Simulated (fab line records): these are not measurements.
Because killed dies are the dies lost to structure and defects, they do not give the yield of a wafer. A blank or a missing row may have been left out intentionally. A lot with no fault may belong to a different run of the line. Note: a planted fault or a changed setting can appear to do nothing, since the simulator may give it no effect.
fab line records | flow n5-finfet
[record] lots = 24 wafers = 72 last-day = 18
route steps=1938 shown BEOL_M7@1266
lots that met no fault: taken from a fault-free run of the same line
start-h: the number of hours between the record's first day and the start of the first shown wafer of the lot | wait-h: how many hours have passed since the lot's step before this one | " repeats the value in the row above | L1.1+2: a single row standing in for several wafers | - no value, or no start was given | * or withheld: withheld | < > ~ a bound
route shown NAME@n: NAME is a module with steps in the file, n the number in the route of the first one | usual: average and standard deviation across the fault-free wafers | same: alike in all rows | chamber/n: place in a boat | sites: the reading at each site | _std_site: how widely they spread, as a standard deviation | _edge_site: mean of outer sites minus mean of inner sites | radius-mm: how far each site lies from the wafer's centre | mask NAME#n: copy n | behind: the most recent tool/chamber to have shaped the wafer | hold: what put the lot on hold/how long, in hours/how the hold closed | device: the transistor (n, p or np) that didn't switch | end of line: at the end of the route, the tests of the same wafers | a step with no rows: only its recipe | killed: at the first sort, the dies lost to defects and structure; wafer yield is something else | map: a wafer's dies, marking killed ones x, the rest . and places with no die _
set.NAME: the setting that was run; set.NAME@STEP: the one run at that earlier step | model.NAME: the simulator's own value behind a step, which no gauge read
route steps across a sampled set of lots; one table per step, one row per wafer
services: a tool's chamber out of use, with start hour (start-h, from the record's first day; less than 0 if before it), hours out, and reason
[[steps]]
[step N5_BEOL_M7_PECVD_70]
[recipe] material = SiO2 target-thk-a = 200 temp-c = 400 precursor = TEOS/O2 pressure-torr = 5.5 rf-w = 450 teos-flow-sccm = 53.8 gas = O2 flow-sccm = 3000 time-s = 22.7
[usual] heater-power-w = 707/110 showerhead-plenum-p-Torr = 8.80/0.04 susceptor-temp-C = 400.02/0.21 throttle-valve-pct = 22.2/1.4
// columns lot.wafer tool chamber start-h wait-h heater-power-w showerhead-plenum-p-Torr susceptor-temp-C throttle-valve-pct
L076.1 pecvd-02 1 209.08 0.0 697 8.79 399.82 22.8
L076.3 " 0 " " 756 8.80 399.89 21.8
L076.6 " 0 " " 746 8.79 400.36 21.5
L077.1 pecvd-03 1 213.66 0.0 797 8.80 400.50 22.2
L077.3 " 0 " " 656 8.80 400.03 20.8
L077.6 " 1 " " 785 8.79 400.15 21.9
L075.2 pecvd-02 0 216.94 0.0 777 8.79 399.86 21.9
L075.4 " 1 " " 811 8.80 399.99 22.6
L075.6 " 1 " " 821 8.79 399.82 22.5
L078.3 pecvd-03 0 224.56 0.1 719 8.76 400.52 21.1
L078.4 " 1 " " 906 8.82 400.02 22.2
L078.5 " 0 " " 722 8.77 400.11 20.8
L080.1 pecvd-04 2 236.66 0.0 787 8.77 399.80 22.5
L080.3 " 1 " " 647 8.91 400.01 26.2
L080.6 " 0 " " 676 8.77 399.42 23.0
L079.3 pecvd-04 0 238.97 0.0 582 8.79 400.14 22.6
L079.4 " 2 " " 720 8.78 400.23 23.0
L079.6 " 1 " " 577 8.94 400.24 26.3
L074.1 pecvd-02 2 238.98 0.0 606 8.79 400.04 21.0
L074.5 " 0 " " 717 8.76 399.95 21.7
L074.6 " 2 " " 595 8.80 400.20 21.1
L081.2 pecvd-03 1 239.03 0.0 914 8.79 399.91 22.1
L081.3 " 0 " " 725 8.77 399.61 21.1
L081.5 " 0 " " 710 8.78 399.88 20.9
L082.1 pecvd-02 0 248.65 0.0 719 8.82 400.29 21.7
L082.2 " 2 " " 601 8.79 399.84 21.0
L082.4 " 0 " " 706 8.77 400.31 21.8
L083.1 pecvd-03 2 260.15 0.0 488 8.81 400.23 20.9
L083.2 " 0 " " 619 8.77 399.99 21.0
L083.4 " 1 " " 744 8.80 400.21 22.1
L084.1 pecvd-04 2 260.26 0.0 852 8.76 400.08 22.7
L084.2 " 0 " " 698 8.76 399.70 22.4
L084.6 " 0 " " 668 8.76 400.18 22.8
L085.2 pecvd-03 1 263.79 0.0 851 8.78 399.73 22.3
L085.3 " 2 " " 587 8.81 400.06 21.3
L085.6 " 2 " " 601 8.82 400.10 21.1
L086.1 pecvd-04 1 279.58 0.0 619 8.92 399.67 26.1
L086.3 " 0 " " 639 8.78 400.02 22.5
L086.6 " 0 " " 656 8.78 399.91 22.9
L088.2 pecvd-02 2 302.81 0.0 602 8.79 400.22 21.3
L088.3 " 1 " " 830 8.81 399.89 22.7
L088.5 " 0 " " 665 8.77 400.25 21.4
L087.1 pecvd-02 2 303.59 0.0 542 8.80 399.80 21.0
L087.3 " 0 " " 760 8.80 400.06 22.0
L087.6 " 1 " " 842 8.81 400.12 22.6
L089.2 pecvd-03 0 305.49 0.0 680 8.77 400.33 21.2
L089.3 " 1 " " 906 8.80 399.66 22.3
L089.4 " 0 " " 681 8.75 400.09 21.2
L090.1 pecvd-04 0 307.89 0.0 605 8.78 399.85 22.5
L090.4 " 0 " " 608 8.78 399.93 22.8
L090.5 " 1 " " 634 8.91 399.88 26.2
L091.3 pecvd-03 2 311.32 0.0 505 8.82 400.11 21.1
L091.5 " 0 " " 712 8.77 399.68 21.1
L091.6 " 1 " " 871 8.82 399.89 21.9
L092.3 pecvd-03 0 311.85 0.0 771 8.78 399.85 21.1
L092.4 " 2 " " 509 8.81 400.19 21.3
L092.6 " 0 " " 751 8.75 399.84 21.3
L093.1 pecvd-03 0 329.21 0.0 744 8.77 399.99 20.9
L093.2 " 2 " " 487 8.82 400.27 21.1
L093.4 " 1 " " 907 8.77 400.20 22.5
L094.1 pecvd-04 2 339.44 0.0 819 8.78 400.03 23.2
L094.2 " 1 " " 595 8.91 400.10 26.3
L094.5 " 2 " " 793 8.76 400.41 23.2
L095.2 pecvd-02 1 341.88 0.0 843 8.77 400.01 22.4
L095.3 " 2 " " 566 8.84 399.91 20.9
L095.4 " 1 " " 810 8.79 399.86 22.7
L096.2 pecvd-03 1 348.87 0.0 879 8.81 400.08 21.9
L096.3 " 0 " " 767 8.74 400.11 21.2
L096.4 " 0 " " 761 8.78 399.99 21.5
L097.2 pecvd-02 0 349.14 0.0 702 8.79 400.34 22.1
L097.4 " 0 " " 690 8.78 400.21 21.7
L097.5 " 2 " " 625 8.81 400.22 21.6
[step N5_BEOL_M7_DESCUM_16]
[recipe] chemistry = O2 time-s = 7.9 source-power-w = 50 bias-power-w = 20 pressure-mtorr = 20 rf-frequency-hz = 2.712e+07 temp-c = 40 resist = CAR-ArF o2-flow-sccm = 225
[usual] drypump-motor-current-A = 5.8/0.37 oes-product-au = 0.82/0.093 rf-vpp-V = 243.6/1.4 showerhead-plenum-p-Torr = 2.12/0.082 throttle-valve-pct = 20.43/0.23
// columns lot.wafer tool chamber start-h wait-h drypump-motor-current-A oes-product-au rf-hours-counter-h rf-vpp-V showerhead-plenum-p-Torr throttle-valve-pct
L076.1 rie-diel-04 3 211.24 0.0 5.4 0.83 71 243.1 2.12 20.14
L076.3 " 0 " " 6.3 0.68 266 240.8 1.98 20.93
L076.6 " 0 " " 6.3 0.67 - 242.7 1.98 20.91
L077.1 rie-diel-04 1 216.11 0.0 5.8 0.66 256 242.8 2.05 20.60
L077.3 " 0 " " 6.3 0.67 268 240.8 1.98 20.90
L077.6 " 0 " " 6.3 0.67 - 242.5 1.98 20.91
L075.2 rie-diel-02 3 219.82 0.3 5.9 0.88 48 243.6 2.14 20.43
L075.4 " 2 " " 5.3 0.90 36 245.6 2.13 20.35
L075.6 " 0 " " 6.6 0.69 - 243.2 1.96 20.42
L078.3 rie-diel-02 1 226.54 0.0 5.9 0.73 163 242.6 2.08 20.66
L078.4 " 2 " " 5.2 0.88 39 245.6 2.13 20.35
L078.5 " 2 " " 5.2 0.90 - 243.1 2.13 20.34
L080.1 rie-diel-06 1 239.53 0.0 5.9 0.95 11 245.9 2.21 20.16
L080.3 " 3 " " 5.9 0.82 86 242.3 2.02 20.77
L080.6 " 0 " " 5.9 0.86 - 243.8 2.15 20.18
L079.3 rie-diel-06 0 240.55 0.0 5.8 0.86 47 244.0 2.15 20.18
L079.4 " 2 " " 6.0 0.74 152 244.3 2.20 20.31
L079.6 " 0 " " 5.8 0.86 - 243.9 2.15 20.18
L074.1 rie-diel-02 2 240.74 0.1 5.2 0.89 43 244.5 2.13 20.36
L074.5 " 0 " " 6.5 0.69 - 241.5 1.96 20.42
L074.6 " 1 " " 5.9 0.72 - 242.9 2.08 20.67
L081.2 rie-diel-06 2 240.88 0.0 5.9 0.75 152 243.5 2.20 20.30
L081.3 " 0 " " 5.9 0.87 48 243.8 2.15 20.18
L081.5 " 0 " " 5.8 0.87 - 243.8 2.15 20.18
L082.1 rie-diel-02 3 252.47 0.0 5.9 0.86 58 243.2 2.14 20.46
L082.2 " 1 " " 5.9 0.73 169 241.3 2.08 20.67
L082.4 " 2 " " 5.2 0.88 46 243.7 2.13 20.37
L083.1 rie-diel-02 2 261.51 0.0 5.2 0.87 49 243.2 2.13 20.39
L083.2 " 3 " " 5.9 0.86 61 242.3 2.14 20.44
L083.4 " 0 " " 6.5 0.68 248 241.2 1.96 20.45
L084.1 rie-diel-02 1 261.77 0.1 5.9 0.74 172 243.1 2.08 20.67
L084.2 " 2 " " 5.3 0.87 49 242.2 2.13 20.39
L084.6 " 3 " " 5.9 0.86 - 243.0 2.14 20.44
L085.2 rie-diel-04 0 264.78 0.3 6.3 0.99 4 247.0 2.25 20.53
L085.3 " 3 " " 5.4 0.82 89 244.6 2.12 20.17
L085.6 " 2 " " 5.4 0.76 - 243.6 2.21 20.70
L086.1 rie-diel-04 2 281.84 0.4 5.4 0.76 146 245.0 2.21 20.72
L086.3 " 0 " " 6.3 0.96 10 245.8 2.25 20.52
L086.6 " 1 " " 5.8 0.98 - 242.0 2.04 20.15
L088.2 rie-diel-02 0 304.29 0.0 6.6 0.98 7 245.4 2.21 20.09
L088.3 " 3 " " 5.9 0.84 76 243.8 2.13 20.47
L088.5 " 2 " " 5.2 0.86 - 242.7 2.12 20.40
L087.1 rie-diel-04 1 304.53 0.0 5.8 0.95 7 243.3 2.04 20.14
L087.3 " 3 " " 5.4 0.80 101 242.6 2.11 20.19
L087.6 " 3 " " 5.4 0.81 - 243.7 2.11 20.20
L089.2 rie-diel-04 3 307.30 0.0 5.4 0.79 102 245.2 2.11 20.19
L089.3 " 2 " " 5.4 0.75 152 244.1 2.20 20.73
L089.4 " 1 " " 5.8 0.95 8 243.2 2.04 20.14
L090.1 rie-diel-06 1 311.40 1.0 5.9 0.91 32 244.0 2.20 20.19
L090.4 " 3 " " 5.8 0.80 107 241.1 2.01 20.78
L090.5 " 3 " " 5.8 0.80 - 242.3 2.01 20.80
L091.3 rie-diel-04 2 313.95 0.3 5.4 0.75 155 243.3 2.20 20.73
L091.5 " 0 " " 6.3 0.94 - 244.5 2.25 20.52
L091.6 " 3 " " 5.4 0.80 - 244.2 2.11 20.19
L092.3 rie-diel-04 1 314.21 0.4 5.8 0.94 10 242.2 2.04 20.16
L092.4 " 0 " " 6.3 0.94 18 247.8 2.25 20.54
L092.6 " 2 " " 5.4 0.74 - 242.9 2.20 20.75
L093.1 rie-diel-04 1 331.39 0.1 5.9 0.93 15 242.4 2.04 20.16
L093.2 " 3 " " 5.4 0.80 110 242.0 2.11 20.20
L093.4 " 2 " " 5.4 0.74 160 244.7 2.20 20.75
L094.1 rie-diel-04 2 340.66 0.0 5.4 0.74 162 244.0 2.20 20.74
L094.2 " 1 " " 5.8 0.93 17 241.6 2.04 20.18
L094.5 " 2 " " 5.3 0.73 - 244.5 2.20 20.73
L095.2 rie-diel-02 3 346.23 0.0 5.9 0.82 90 244.8 2.13 20.48
L095.3 " 0 " " 6.5 0.95 19 244.5 2.21 20.10
L095.4 " 2 " " 5.3 0.84 77 242.3 2.12 20.42
L096.2 rie-diel-06 1 349.64 0.1 5.9 0.88 44 246.6 2.19 20.21
L096.3 " 3 " " 5.8 0.78 119 241.5 2.01 20.82
L096.4 " 2 " " 5.9 0.71 186 245.3 2.19 20.35
L097.2 rie-diel-06 3 349.94 0.2 5.9 0.77 119 243.1 2.01 20.83
L097.4 " 1 " " 6.0 0.89 44 245.1 2.19 20.21
L097.5 " 1 " " 6.0 0.89 - 245.9 2.19 20.22
[step N5_BEOL_M7_OVL_MEAS_29]
[recipe] points-per-wafer = 522
[usual] V6_OVL = 0.0/0.65
[same] points-per-wafer = 522
// columns lot.wafer tool chamber start-h wait-h V6_OVL[nm]
L076.1 overlay-01 0 212.11 0.0 0.2
L076.3 " 0 " " -0.1
L076.6 " 0 " " -0.4
L077.1 overlay-02 0 218.87 0.0 0.7
L077.3 " 0 " " 0.7
L077.6 " 0 " " -0.1
L075.2 overlay-02 0 222.11 0.0 -0.6
L075.4 " 0 " " 0.2
L075.6 " 0 " " 0.5
L078.3 overlay-02 0 243.95 0.0 0.1
L078.4 " 0 " " -0.3
L078.5 " 0 " " -0.1
L079.3 overlay-01 0 244.00 0.0 -1.1
L079.4 " 0 " " -0.5
L079.6 " 0 " " 0.2
L080.1 overlay-02 0 244.03 0.0 -0.2
L080.3 " 0 " " -0.5
L080.6 " 0 " " -0.3
L074.1 overlay-01 0 244.07 0.0 1.1
L074.5 " 0 " " 0.3
L074.6 " 0 " " 0.1
L081.2 overlay-02 0 244.18 0.0 0.7
L081.3 " 0 " " -1.0
L081.5 " 0 " " -0.9
L082.1 overlay-02 0 253.49 0.0 0.4
L082.2 " 0 " " 0.3
L082.4 " 0 " " 1.2
L083.1 overlay-01 0 262.57 0.0 0.3
L083.2 " 0 " " -0.3
L083.4 " 0 " " 0.5
L084.1 overlay-01 0 262.73 0.0 0.9
L084.2 " 0 " " 1.1
L084.6 " 0 " " -0.2
L085.2 overlay-01 0 265.59 0.0 -0.3
L085.3 " 0 " " 0.5
L085.6 " 0 " " 0.4
L086.1 overlay-01 0 284.59 0.0 0.4
L086.3 " 0 " " 0.1
L086.6 " 0 " " 0.4
L087.1 overlay-02 0 305.77 0.0 0.3
L087.3 " 0 " " -0.2
L087.6 " 0 " " -0.1
L088.2 overlay-01 0 305.82 0.0 -0.5
L088.3 " 0 " " -1.0
L088.5 " 0 " " -0.2
L089.2 overlay-01 0 309.36 0.0 -1.1
L089.3 " 0 " " -0.2
L089.4 " 0 " " -0.9
L090.1 overlay-02 0 312.90 0.0 0.4
L090.4 " 0 " " 1.2
L090.5 " 0 " " 0.1
L091.3 overlay-02 0 315.05 0.0 0.9
L091.5 " 0 " " -0.3
L091.6 " 0 " " 0.8
L092.3 overlay-01 0 315.29 0.0 0.4
L092.4 " 0 " " 1.1
L092.6 " 0 " " 1.7
L093.1 overlay-02 0 335.39 0.0 -1.0
L093.2 " 0 " " -0.7
L093.4 " 0 " " -1.2
L094.1 overlay-01 0 345.23 0.0 -1.4
L094.2 " 0 " " -1.1
L094.5 " 0 " " -1.1
L095.2 overlay-01 0 348.03 0.0 -0.1
L095.3 " 0 " " 1.3
L095.4 " 0 " " -0.6
L096.2 overlay-01 0 353.88 0.0 0.3
L096.3 " 0 " " -0.3
L096.4 " 0 " " -0.5
L097.2 overlay-02 0 353.92 0.0 0.9
L097.4 " 0 " " -0.1
L097.5 " 0 " " 0.9
[step N5_BEOL_M7_STRIP_36]
[recipe] chemistry = N2/H2 power-w = 450 temp-c = 40 pressure-mtorr = 20 rf-frequency-hz = 6e+07 overash-fraction = 0.3 bias-power-w = 7 h2-frac = 0.5 n2-flow-sccm = 200 h2-flow-sccm = 200
[usual] drypump-motor-current-A = 5.8/0.36 h2-flow-sccm = 200.0/0.56 oes-product-au = 0.81/0.093 rf-vpp-V = 59.4/1.5 showerhead-plenum-p-Torr = 2.58/0.088 throttle-valve-pct = 23.75/0.27
// columns lot.wafer tool chamber start-h wait-h drypump-motor-current-A h2-flow-sccm oes-product-au rf-hours-counter-h rf-vpp-V showerhead-plenum-p-Torr throttle-valve-pct
L076.1 rie-diel-04 1 212.60 0.0 5.8 199.8 0.65 255 57.6 2.51 24.07
L076.3 " 3 " " 5.5 199.5 0.82 72 61.2 2.58 23.69
L076.6 " 1 " " 5.8 200.6 0.66 - 57.7 2.51 24.06
L077.1 rie-diel-06 1 219.41 0.0 5.9 201.0 0.98 6 61.0 2.70 23.62
L077.3 " 0 " " 5.9 200.5 0.88 42 61.4 2.58 23.11
L077.6 " 3 " " 5.9 199.4 0.83 - 59.2 2.47 24.34
L075.2 rie-diel-04 0 222.43 0.0 6.3 200.0 0.68 270 57.9 2.39 24.09
L075.4 " 0 " " 6.3 200.7 0.67 - 56.5 2.39 24.08
L075.6 " 3 " " 5.4 200.0 0.82 - 58.8 2.58 23.69
L078.3 rie-diel-02 1 244.65 0.0 5.9 199.4 0.73 168 59.5 2.53 24.20
L078.4 " 0 " " 6.5 200.4 0.69 243 55.5 2.39 23.85
L078.5 " 3 " " 5.9 199.1 0.87 - 57.9 2.58 23.60
L079.3 rie-diel-04 3 244.73 0.0 5.4 200.3 0.83 83 58.7 2.58 23.72
L079.4 " 1 " " 5.8 200.4 0.66 - 60.1 2.50 24.08
L079.6 " 3 " " 5.4 200.9 0.81 - 60.7 2.58 23.69
L080.1 rie-diel-02 3 245.05 0.0 5.9 200.6 0.88 57 58.4 2.59 23.58
L080.3 " 2 " " 5.2 199.8 0.87 45 59.0 2.59 23.72
L080.6 " 2 " " 5.2 199.0 0.88 - 60.2 2.59 23.74
L074.1 rie-diel-06 2 245.10 0.0 5.9 200.2 0.75 153 59.8 2.65 23.44
L074.5 " 1 " " 6.0 200.0 0.97 - 62.4 2.70 23.63
L074.6 " 0 " " 5.9 200.0 0.85 - 61.9 2.58 23.13
L081.2 rie-diel-04 3 245.13 0.0 5.4 199.9 0.83 83 61.3 2.58 23.70
L081.3 " 2 " " 5.4 199.8 0.76 134 60.3 2.67 23.73
L081.5 " 3 " " 5.4 199.7 0.82 - 59.8 2.58 23.68
L082.1 rie-diel-02 3 253.84 0.0 5.9 201.0 0.88 59 58.8 2.58 23.59
L082.2 " 0 " " 6.6 199.9 0.67 246 59.0 2.38 23.83
L082.4 " 2 " " 5.3 200.3 0.86 47 59.3 2.59 23.77
L083.1 rie-diel-04 3 263.76 0.0 5.4 201.1 0.82 88 59.6 2.58 23.70
L083.2 " 2 " " 5.4 201.1 0.76 139 58.6 2.66 23.72
L083.4 " 3 " " 5.4 199.5 0.81 - 60.1 2.58 23.68
L084.1 rie-diel-04 2 264.20 0.0 5.4 199.7 0.77 139 60.0 2.66 23.73
L084.2 " 0 " " 6.3 200.1 0.99 3 58.7 2.72 23.74
L084.6 " 2 " " 5.4 199.6 0.75 - 59.8 2.66 23.76
L085.2 rie-diel-04 3 265.91 0.0 5.4 200.6 0.81 90 59.7 2.58 23.72
L085.3 " 2 " " 5.4 200.2 0.75 140 61.1 2.66 23.73
L085.6 " 0 " " 6.4 199.6 0.98 - 60.2 2.72 23.75
L086.1 rie-diel-04 2 284.91 0.0 5.4 199.9 0.75 147 60.1 2.66 23.75
L086.3 " 3 " " 5.4 200.7 0.81 96 59.6 2.57 23.70
L086.6 " 3 " " 5.5 201.1 0.80 - 59.0 2.57 23.70
L087.1 rie-diel-06 3 306.09 0.0 5.9 199.1 0.78 105 59.2 2.46 24.38
L087.3 " 1 " " 6.0 199.2 0.91 30 59.7 2.69 23.61
L087.6 " 3 " " 5.9 200.0 0.80 - 59.4 2.46 24.41
L088.2 rie-diel-04 1 306.14 0.0 5.8 200.7 0.95 8 59.9 2.50 23.58
L088.3 " 2 " " 5.4 200.0 0.75 152 60.5 2.66 23.76
L088.5 " 0 " " 6.4 199.3 0.94 - 59.5 2.71 23.78
L089.2 rie-diel-04 3 309.72 0.0 5.4 199.5 0.78 102 60.5 2.57 23.74
L089.3 " 1 " " 5.8 200.4 0.95 8 57.0 2.50 23.61
L089.4 " 2 " " 5.4 199.3 0.74 153 58.7 2.66 23.75
L090.1 rie-diel-06 1 313.76 0.0 6.0 200.1 0.90 33 57.6 2.69 23.64
L090.4 " 3 " " 5.9 200.1 0.78 108 55.8 2.46 24.37
L090.5 " 0 " " 5.9 199.4 0.83 - 59.6 2.57 23.16
L091.3 rie-diel-04 2 315.36 0.0 5.4 199.6 0.74 156 60.3 2.66 23.76
L091.5 " 2 " " 5.4 199.8 0.74 - 58.9 2.66 23.75
L091.6 " 1 " " 5.8 200.5 0.93 - 57.4 2.50 23.59
L092.3 rie-diel-02 3 315.60 0.0 5.9 199.5 0.85 82 59.9 2.57 23.63
L092.4 " 2 " " 5.3 200.0 0.86 68 59.5 2.58 23.79
L092.6 " 2 " " 5.2 200.2 0.85 - 57.3 2.58 23.77
L093.1 rie-diel-02 2 336.09 0.0 5.3 199.9 0.84 74 56.9 2.57 23.82
L093.2 " 3 " " 5.9 200.5 0.82 87 58.1 2.57 23.59
L093.4 " 0 " " 6.5 199.9 0.94 17 60.5 2.69 23.58
L094.1 rie-diel-04 1 345.64 0.0 5.8 200.5 0.94 19 60.8 2.49 23.64
L094.2 " 0 " " 6.3 199.2 0.92 26 60.3 2.71 23.78
L094.5 " 2 " " 5.3 199.8 0.74 - 58.8 2.65 23.77
L095.2 rie-diel-06 0 348.35 0.0 5.9 199.1 0.83 80 58.2 2.57 23.18
L095.3 " 1 " " 6.0 199.6 0.88 43 60.9 2.68 23.66
L095.4 " 3 " " 5.9 199.2 0.78 118 60.1 2.45 24.39
L096.2 rie-diel-04 0 354.48 0.0 6.3 200.3 0.91 28 59.6 2.71 23.79
L096.3 " 1 " " 5.8 199.7 0.93 20 57.9 2.49 23.62
L096.4 " 2 " " 5.4 199.6 0.73 165 60.1 2.65 23.73
L097.2 rie-diel-06 1 354.55 0.0 5.9 200.1 0.87 45 61.3 2.68 23.69
L097.4 " 3 " " 5.9 200.0 0.78 120 59.7 2.45 24.39
L097.5 " 2 " " 6.0 199.0 0.71 - 59.1 2.63 23.47
[step N5_BEOL_M7_ALD_77]
[recipe] material = TaN target-thk-a = 20 temp-c = 275 ald-precursor-family = PDMAT ald-co-reactant = NH3 pressure-torr = 3 carrier-flow-sccm = 1500 pulse-time-s = 2 purge-time-s = 3 co-reactant-purge-time-s = 2 co-reactant-pulse-time-s = 3 ald-cycles = 40 precursor-vessel-temp-c = 75 precursor-vessel-pressure-torr = 26.25 precursor-vessel-carrier-sccm = 1000
[usual] heater-power-w = 410/29 susceptor-temp-C = 275.00/0.18
[same] ald-cycles = 40 co-reactant-pulse-time-s = 3
// columns lot.wafer tool chamber start-h wait-h heater-power-w susceptor-temp-C
L076.1 ald-metal-02 1 215.25 0.0 400 275.12
L076.3 " 2 " " 456 274.99
L076.6 " 2 " " 441 275.07
L077.1 ald-metal-02 1 220.79 0.2 401 274.93
L077.3 " 2 " " 440 274.71
L077.6 " 1 " " 396 274.93
L075.2 ald-metal-03 3 223.53 0.0 414 274.99
L075.4 " 1 " " 378 274.85
L075.6 " 3 " " 410 274.93
L079.3 ald-metal-03 0 245.61 0.0 400 274.50
L079.4 " 2 " " 393 275.13
L079.6 " 3 " " 416 274.83
L078.3 ald-metal-02 0 245.85 0.0 445 274.70
L078.4 " 2 " " 434 275.19
L078.5 " 0 " " 434 274.79
L080.1 ald-metal-03 2 245.93 0.0 391 274.82
L080.3 " 0 " " 404 274.94
L080.6 " 1 " " 370 274.96
L081.2 ald-metal-02 1 246.15 0.0 401 274.95
L081.3 " 2 " " 447 275.00
L081.5 " 1 " " 408 274.92
L074.1 ald-metal-02 0 246.41 0.1 435 274.84
L074.5 " 2 " " 453 275.33
L074.6 " 1 " " 401 274.95
L082.1 ald-metal-03 2 254.92 0.1 402 275.26
L082.2 " 0 " " 406 274.76
L082.4 " 3 " " 415 274.78
L083.1 ald-metal-03 3 264.64 0.0 415 275.07
L083.2 " 1 " " 374 274.91
L083.4 " 0 " " 404 274.80
L084.1 ald-metal-03 1 266.37 0.1 382 275.03
L084.2 " 3 " " 404 274.81
L084.6 " 1 " " 374 275.11
L085.2 ald-metal-01 3 266.88 0.1 441 275.10
L085.3 " 2 " " 419 275.14
L085.6 " 1 " " 428 275.08
L086.1 ald-metal-01 1 285.86 0.0 411 275.14
L086.3 " 0 " " 352 274.93
L086.6 " 2 " " 416 275.02
L087.1 ald-metal-01 2 306.91 0.0 420 275.03
L087.3 " 0 " " 356 274.86
L087.6 " 0 " " 340 275.02
L088.2 ald-metal-03 1 306.99 0.0 375 274.81
L088.3 " 2 " " 381 274.90
L088.5 " 2 " " 386 274.97
L089.2 ald-metal-02 2 310.55 0.0 444 274.91
L089.3 " 1 " " 401 274.86
L089.4 " 3 " " 404 274.77
L090.1 ald-metal-02 3 314.87 0.0 411 275.01
L090.4 " 2 " " 433 275.10
L090.5 " 0 " " 440 274.76
L091.3 ald-metal-01 1 316.70 0.0 432 274.76
L091.5 " 3 " " 461 274.90
L091.6 " 2 " " 413 274.82
L092.3 ald-metal-02 2 316.88 0.1 446 275.00
L092.4 " 1 " " 397 275.22
L092.6 " 2 " " 444 275.09
L093.1 ald-metal-01 1 337.01 0.1 435 275.03
L093.2 " 0 " " 353 274.81
L093.4 " 2 " " 421 275.26
L094.1 ald-metal-03 3 346.86 0.0 411 275.08
L094.2 " 0 " " 409 274.81
L094.5 " 0 " " 404 274.89
L095.2 ald-metal-01 3 349.49 0.0 448 274.42
L095.3 " 0 " " 350 274.88
L095.4 " 1 " " 437 275.09
L096.2 ald-metal-01 1 355.37 0.1 431 275.30
L096.3 " 2 " " 433 275.01
L096.4 " 3 " " 457 275.20
L097.2 ald-metal-03 1 356.23 0.0 380 275.25
L097.4 " 0 " " 410 275.26
L097.5 " 1 " " 371 275.17
[step N5_BEOL_M7_ANNEAL_51]
[recipe] temp-c = 225 time-s = 90 ambient = N2
[usual] wafer_temp_C_max = 225.97/0.26
// columns lot.wafer tool chamber start-h wait-h wafer_temp_C_max
L076.1 rtp-anneal-01 0 215.98 0.1 226.09
L076.3 " 0 " " 226.00
L076.6 " 0 " " 226.10
L077.1 rtp-anneal-02 0 223.69 0.4 225.92
L077.3 " 0 " " 226.22
L077.6 " 0 " " 226.26
L075.2 rtp-anneal-02 0 224.31 0.1 226.02
L075.4 " 0 " " 226.09
L075.6 " 0 " " 225.86
L079.3 rtp-anneal-01 0 246.80 0.5 225.93
L079.4 " 0 " " 225.80
L079.6 " 0 " " 226.43
L078.3 rtp-anneal-01 0 247.07 0.6 225.32
L078.4 " 0 " " 226.05
L078.5 " 0 " " 225.55
L080.1 rtp-anneal-02 0 247.55 0.9 226.30
L080.3 " 0 " " 225.81
L080.6 " 0 " " 225.78
L081.2 rtp-anneal-01 0 247.75 1.0 226.31
L081.3 " 0 " " 225.71
L081.5 " 0 " " 226.39
L074.1 rtp-anneal-01 0 247.97 0.9 226.15
L074.5 " 0 " " 226.32
L074.6 " 0 " " 226.36
L082.1 rtp-anneal-02 0 255.65 0.1 226.18
L082.2 " 0 " " 225.88
L082.4 " 0 " " 225.57
L083.1 rtp-anneal-02 0 266.32 0.1 225.88
L083.2 " 0 " " 226.04
L083.4 " 0 " " 225.93
L084.1 rtp-anneal-01 0 267.38 0.3 226.02
L084.2 " 0 " " 225.69
L084.6 " 0 " " 225.81
L085.2 rtp-anneal-02 0 267.83 0.3 226.06
L085.3 " 0 " " 225.89
L085.6 " 0 " " 225.92
L086.1 rtp-anneal-02 0 286.87 0.3 225.82
L086.3 " 0 " " 225.58
L086.6 " 0 " " 225.95
L087.1 rtp-anneal-02 0 308.52 0.7 225.60
L087.3 " 0 " " 225.84
L087.6 " 0 " " 225.59
L088.2 rtp-anneal-01 0 308.80 0.9 225.97
L088.3 " 0 " " 225.82
L088.5 " 0 " " 225.95
L089.2 rtp-anneal-02 0 311.35 0.1 225.63
L089.3 " 0 " " 225.81
L089.4 " 0 " " 226.01
L090.1 rtp-anneal-02 0 316.43 0.5 225.92
L090.4 " 0 " " 226.12
L090.5 " 0 " " 225.86
L091.3 rtp-anneal-01 0 317.81 0.2 226.27
L091.5 " 0 " " 226.33
L091.6 " 0 " " 226.34
L092.3 rtp-anneal-02 0 318.10 0.3 225.69
L092.4 " 0 " " 225.64
L092.6 " 0 " " 226.04
L093.1 rtp-anneal-02 0 338.31 0.6 225.82
L093.2 " 0 " " 225.69
L093.4 " 0 " " 225.93
L094.1 rtp-anneal-01 0 347.79 0.2 226.52
L094.2 " 0 " " 226.28
L094.5 " 0 " " 226.32
L095.2 rtp-anneal-02 0 351.44 0.1 225.70
L095.3 " 0 " " 225.97
L095.4 " 0 " " 225.88
L096.2 rtp-anneal-01 0 356.42 0.2 226.15
L096.3 " 0 " " 226.19
L096.4 " 0 " " 226.54
L097.2 rtp-anneal-01 0 357.09 0.1 225.78
L097.4 " 0 " " 226.25
L097.5 " 0 " " 225.76
[[services]]
// columns tool chamber start-h hours kind
ald-metal-02 - 189.77 3.0 repair
ald-metal-01 - 197.87 2.8 pm
rie-diel-02 - 199.34 2.8 pm
ald-metal-03 2 200.89 24.1 repair
ald-metal-02 3 221.47 8.5 repair
rie-diel-04 0 228.92 - clean
rie-diel-04 0 228.92 - consumable-replace:focus-ring
rie-diel-04 0 228.92 - consumable-replace:showerhead
rie-diel-04 0 228.92 27.6 scheduled-down
rie-diel-04 0 228.92 27.6 vent-cycle
pecvd-02 1 238.05 21.2 repair
rie-diel-04 1 256.49 - clean
rie-diel-04 1 256.49 - consumable-replace:focus-ring
rie-diel-04 1 256.49 17.6 scheduled-down
rie-diel-06 1 256.96 4.2 repair
pecvd-02 - 260.45 0.9 repair
ald-metal-01 - 292.02 8.7 pm
rtp-anneal-01 - 293.98 2.9 pm
rie-diel-06 - 301.29 2.1 repair
ald-metal-03 - 308.78 2.8 pm
ald-metal-03 - 314.77 14.6 pm
ald-metal-02 - 337.28 14.0 pm
pecvd-04 0 342.55 3.9 repair
rie-diel-02 - 350.76 0.6 repair
[[key]]
fault none
